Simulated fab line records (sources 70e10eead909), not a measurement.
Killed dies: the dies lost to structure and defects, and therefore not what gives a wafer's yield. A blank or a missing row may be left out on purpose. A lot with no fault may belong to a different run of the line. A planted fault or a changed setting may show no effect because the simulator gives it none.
fab line records | flow nand-harc
record: lots: 6 wafers: 17 last-day: 23
route steps=1159 shown A_ONON_D1@445 A_CHANNEL_HOLE_D1@450
lots untouched by any fault: they come from a run of this same line in which no faults occurred
start-h: start of the lot's first displayed wafer, in hours after the record's first day | wait-h: hours elapsed since this lot's preceding step | " same as the row above | L1.1+2: a row that stands for several wafers | - no value present, or no start provided | * or withheld: withheld | < > ~ a bound
route shown NAME@n: NAME is a module with steps in the file, n the number in the route of the first one | usual: mean/standard deviation taken from wafers without a fault | same: alike in all rows | chamber/n: place in a boat | sites: the reading at each site | _std_site: the standard deviation of these | _edge_site: outer sites' mean less inner sites' | radius-mm: how far each site lies from the wafer's centre | mask NAME#n: copy n | behind: the tool/chamber that last shaped the wafer | hold: why the lot was held/for how many hours/how that ended | device: the transistor (n, p or np) that didn't switch | end of line: the same wafers' tests at the end of the route | where a step has no rows: the recipe by itself | killed: at the first sort, the dies lost to defects and structure; wafer yield is something else | map: a wafer's dies, marking killed ones x, the rest . and places with no die _
set.NAME: the run value of the setting; set.NAME@STEP: its run value at that earlier step | model.NAME: the simulator's own value behind a step, which no gauge read
a table for each step, a row for each wafer; lots at some steps of the route
services: a tool's chamber out of use, with start hour (start-h, from the record's first day; less than 0 if before it), hours out, and reason
== steps ==
step: NHARC_A_ONON_D1_THK_MEAS_30
recipe: thk-meas-gauge: ellipsometry
usual: thk-nm: 999/8.4
columns lot.wafer tool chamber start-h wait-h thk-nm
L538.2 film-metro-02 - 184.54 - 993
L538.4 " - " " 997
L538.5 " - " " 995
L542.2 film-metro-02 - 200.55 - 997
L542.4 " - " " 997
L543.2 film-metro-01 - 209.37 - 1003
L543.3 " - " " 1005
L543.5 " - " " 1005
L552.2 film-metro-01 - 263.18 - 1015
L552.3 " - " " 1013
L552.5 " - " " 1015
L553.2 film-metro-01 - 272.72 - 1018
L553.4 " - " " 1019
L553.5 " - " " 1018
L555.1 film-metro-02 - 284.55 - 1000
L555.4 " - " " 998
L555.5 " - " " 1000
step: NHARC_A_ONON_D1_DEP_33
recipe: target-thk-a: 2000 temp-c: 400 pressure-torr: 6.5 rf-w: 900 teos-flow-sccm: 161.4 flow-sccm: 2650 target-thk-nm: 200 gas: O2 material: SiO2
usual: heater-power-w: 603/79 throttle-valve-pct: 16.0/0.79
columns lot.wafer tool chamber start-h wait-h heater-power-w throttle-valve-pct
L538.2 pecvd-01 1 184.75 0.2 621 15.4
L538.5 " 1 " " 606 15.3
L538.4 " 2 " " 676 16.9
L542.2 pecvd-01 0 200.70 0.1 509 14.6
L542.4 " 0 " " 496 14.7
L543.2 pecvd-02 2 209.47 0.1 558 16.0
L543.3 " 0 " " 711 17.0
L543.5 " 1 " " 498 15.5
L552.2 pecvd-01 2 263.28 0.1 736 16.2
L552.3 " 0 " " 463 14.5
L552.5 " 2 " " 583 16.5
L553.2 pecvd-01 1 272.77 0.1 588 15.4
L553.4 " 1 " " 601 15.3
L553.5 " 2 " " 735 16.7
L555.1 pecvd-04 2 284.70 0.1 639 14.9
L555.4 " 1 " " 572 16.0
L555.5 " 2 " " 664 15.1
step: NHARC_A_ONON_D1_THK_MEAS_34
recipe: thk-meas-gauge: ellipsometry
usual: thk-nm: 199.8/2.5
columns lot.wafer tool chamber start-h wait-h thk-nm
L538.2 film-metro-02 - 185.12 - 196.7
L538.4 " - " " 201.5
L538.5 " - " " 199.7
L542.2 film-metro-01 - 201.03 - 196.1
L542.4 " - " " 198.1
L543.2 film-metro-01 - 209.83 - 198.0
L543.3 " - " " 197.6
L543.5 " - " " 199.6
L552.2 film-metro-02 - 263.65 - 200.1
L552.3 " - " " 199.2
L552.5 " - " " 201.9
L553.2 film-metro-02 - 273.19 - 198.6
L553.4 " - " " 204.6
L553.5 " - " " 203.5
L555.1 film-metro-02 - 285.02 - 194.3
L555.4 " - " " 197.2
L555.5 " - " " 200.8
step: NHARC_A_ONON_D1_INSPECT_32
usual: raw-defect-count: 70/25
columns lot.wafer tool chamber start-h wait-h raw-defect-count
L538.2 defect-inspect-01 - 185.19 0.0 126
L538.4 " - " " 73
L538.5 " - " " 70
L542.2 defect-inspect-02 - 201.11 0.0 75
L542.4 " - " " 107
L543.2 defect-inspect-02 - 209.90 0.0 49
L543.3 " - " " 94
L543.5 " - " " 58
L552.2 defect-inspect-02 - 263.71 0.0 45
L552.3 " - " " 66
L552.5 " - " " 94
L553.2 defect-inspect-02 - 273.25 0.0 126
L553.4 " - " " 77
L553.5 " - " " 61
L555.1 defect-inspect-01 - 285.10 0.0 35
L555.4 " - " " 41
L555.5 " - " " 63
step: NHARC_A_CHANNEL_HOLE_D1_DEP_00
recipe: target-thk-a: 31000 temp-c: 400 material: aC
usual: throttle-valve-pct: 34.999/0.009
columns lot.wafer tool chamber start-h wait-h throttle-valve-pct
L538.2 acl-dep-03 0 187.74 2.6 34.997
L538.4 " 0 " " 34.999
L538.5 " 0 " " 35.002
L542.2 acl-dep-01 0 201.82 0.7 35.000
L542.4 " 0 " " 34.995
L543.2 acl-dep-01 0 210.32 0.4 35.002
L543.3 " 0 " " 34.988
L543.5 " 0 " " 34.996
L552.2 acl-dep-03 0 264.09 0.4 34.989
L552.3 " 0 " " 35.004
L552.5 " 0 " " 35.021
L553.2 acl-dep-01 0 274.04 0.8 35.000
L553.4 " 0 " " 35.003
L553.5 " 0 " " 35.010
L555.1 acl-dep-02 0 285.17 0.1 34.998
L555.4 " 0 " " 35.011
L555.5 " 0 " " 35.006
step: NHARC_A_CHANNEL_HOLE_D1_DEP_01
recipe: target-thk-a: 1400 target-thk-nm: 140 temp-c: 400 pressure-torr: 3.5 flow-sccm: 200 rf-w: 350 material: SiON
usual: heater-power-w: 780/73
columns lot.wafer tool chamber start-h wait-h heater-power-w
L538.2 pecvd-04 0 189.41 1.3 799
L538.5 " 1 " " 746
L538.4 " 0 " " 818
L542.2 pecvd-03 1 203.55 1.4 766
L542.4 " 2 " " 737
L543.3 pecvd-04 0 211.92 1.0 838
L543.2 " 1 " " 793
L543.5 " 1 " " 800
L552.2 pecvd-03 1 265.71 1.3 768
L552.3 " 0 " " 739
L552.5 " 0 " " 756
L553.2 pecvd-01 1 275.70 1.3 736
L553.4 " 2 " " 902
L553.5 " 1 " " 739
L555.1 pecvd-03 2 287.22 1.7 661
L555.5 " 0 " " 787
L555.4 " 2 " " 668
step: NHARC_A_CHANNEL_HOLE_D1_DEHYDRATE_02
recipe: temp-c: 150 time-s: 120
step: NHARC_A_CHANNEL_HOLE_D1_HMDS_03
recipe: time-s: 30
step: NHARC_A_CHANNEL_HOLE_D1_COAT_36
recipe: temp-c: 260 time-s: 75
step: NHARC_A_CHANNEL_HOLE_D1_COAT_37
recipe: temp-c: 225 time-s: 65
step: NHARC_A_CHANNEL_HOLE_D1_COAT_04
recipe: spin-rpm: 1500 resist-thk-nm: 90
step: NHARC_A_CHANNEL_HOLE_D1_SOFTBAKE_05
recipe: temp-c: 105 time-s: 55
usual: exhaust-pa: 45.1/0.81 heater-power-total-W: 188.45/0.14
columns lot.wafer tool chamber start-h wait-h exhaust-pa heater-power-total-W
L538.2 litho-track-06 0 189 - 44.9 188.43
L538.4 " 0 " " 43.8 188.49
L538.5 " 0 " " 44.6 188.68
L542.2 litho-track-06 0 203 - 45.2 236.19
L542.4 " 0 " " 43.8 235.78
L543.2 litho-track-06 0 212 - 44.1 235.77
L543.3 " 0 " " 44.5 188.56
L543.5 " 0 " " 45.0 188.70
L552.2 litho-track-04 0 265 - 44.0 188.38
L552.3 " 0 " " 44.1 188.32
L552.5 " 0 " " 44.3 188.40
L553.2 litho-track-04 0 275 - 44.7 188.31
L553.4 " 0 " " 43.7 188.40
L553.5 " 0 " " 45.2 188.53
L555.1 litho-track-04 0 287 - 45.0 188.38
L555.4 " 0 " " 46.1 188.74
L555.5 " 0 " " 45.8 188.39
step: NHARC_A_CHANNEL_HOLE_D1_EBR_06
== services ==
columns tool chamber start-h hours kind
pecvd-02 0 166.07 - clean
pecvd-02 1 166.07 - clean
pecvd-02 2 166.07 - clean
acl-dep-02 - 167.58 13.0 pm
pecvd-03 1 182.79 6.5 repair
pecvd-04 - 195.36 13.0 pm
pecvd-04 0 195.36 13.0 vent-cycle
pecvd-04 1 195.36 13.0 vent-cycle
pecvd-04 2 195.36 13.0 vent-cycle
pecvd-04 0 208.36 - clean
pecvd-04 1 208.36 - clean
pecvd-04 2 208.36 - clean
acl-dep-03 - 225.89 13.0 pm
pecvd-01 - 237.18 13.0 pm
pecvd-01 0 237.18 13.0 vent-cycle
pecvd-01 1 237.18 13.0 vent-cycle
pecvd-01 2 237.18 13.0 vent-cycle
pecvd-01 0 250.18 - clean
pecvd-01 1 250.18 - clean
pecvd-01 2 250.18 - clean
pecvd-02 1 262.67 10.2 repair
pecvd-03 - 276.12 1.2 repair
== key ==
first-sign: step: NHARC_A_CHANNEL_HOLE_D1_SOFTBAKE_05 reading: heater-power-total-W direction: up sigmas: 99+ usual: * struck: *
effect none on later readings
met-at NHARC_A_CHANNEL_HOLE_D1_SOFTBAKE_05
struck-wafers L542.2,L542.4,L543.2
tester-left-out L542,L543
onset-between 189 203
fault: kind: process-parameter-drift tool: litho-track-06 chamber: - onset-h: 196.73 steps: NHARC_A_CHANNEL_HOLE_D1_SOFTBAKE_05 channel: time-s offset: * shape: step end-h: 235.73 scope: struck-wafers-only acts-in: * stated: *
tester-left-out: of these lots the tester's yield and bins aren't shown, on N5 and GAA mostly nor the transistor test; their killed dies are dies lost to structure and defects alone, not to doping, threshold or leakage, so they don't give the yield
